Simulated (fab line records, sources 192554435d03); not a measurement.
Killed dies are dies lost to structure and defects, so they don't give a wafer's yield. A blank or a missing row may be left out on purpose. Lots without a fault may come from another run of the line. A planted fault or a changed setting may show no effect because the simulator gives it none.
Chamber matching | flow n5_finfet | N5_BEOL_M12_ILD_DEP_00 on pecvd-03: 3 sister chambers
The step deposits SiOC from DEMS/O2, target thk 658.92 nm, time 130.7 s. 6 wafers are shown with their chamber, then 12 later ones without.

WAFERS WITH THEIR CHAMBER
wafer  | chamber | throttle_valve_pct (%) | heater_power_w (W)
L086.3 | 0       | 11.8                   | 391
L089.5 | 0       | 11.7                   | 441
L089.6 | 1       | 12.2                   | 367
L090.1 | 1       | 12.2                   | 347
L090.2 | 2       | 11.5                   | 567
L090.5 | 2       | 11.2                   | 455

WAFERS WITHOUT THEIR CHAMBER
wafer  | throttle_valve_pct (%) | heater_power_w (W)
L093.2 | 12.4                   | 374
L093.4 | 12.2                   | 295
L093.5 | 11.3                   | 501
L094.1 | 11.7                   | 471
L094.4 | 11.6                   | 509
L094.6 | 12.4                   | 293
L096.1 | 11.5                   | 487
L096.3 | 12.1                   | 364
L096.4 | 11.5                   | 465
L097.2 | 12.0                   | 303
L097.5 | 11.4                   | 510
L097.6 | 11.9                   | 418

WHICH CHAMBER EACH WENT THROUGH
wafer  | from the rows above     | in truth
L093.2 | 1                       | 1
L093.4 | 1                       | 1
L093.5 | 2                       | 2
L094.1 | can't be placed: 0 or 2 | 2
L094.4 | can't be placed: 2 or 0 | 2
L094.6 | 1                       | 1
L096.1 | can't be placed: 2 or 0 | 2
L096.3 | 1                       | 1
L096.4 | can't be placed: 2 or 0 | 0
L097.2 | can't be placed: 1 or 0 | 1
L097.5 | 2                       | 2
L097.6 | can't be placed: 0 or 1 | 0
Placed correctly: 6 of 12. Can't be placed from these rows: 6 (the true chamber is among the candidates in 6). Placed wrongly: 0.
How it was worked out, from the rows above alone: a wafer's distance from a chamber is the root of the sum, over the readings, of the square of ((its reading less the chamber's mean) divided by the reading's scatter). The wafer belongs to the nearest chamber; if the next one is less than 2 further off, it can't be placed. A chamber's mean is the mean of its shown wafers. The scatter: the root of (the sum of the squares of (reading less its chamber's mean) over the shown wafers, divided by (wafers less chambers)).
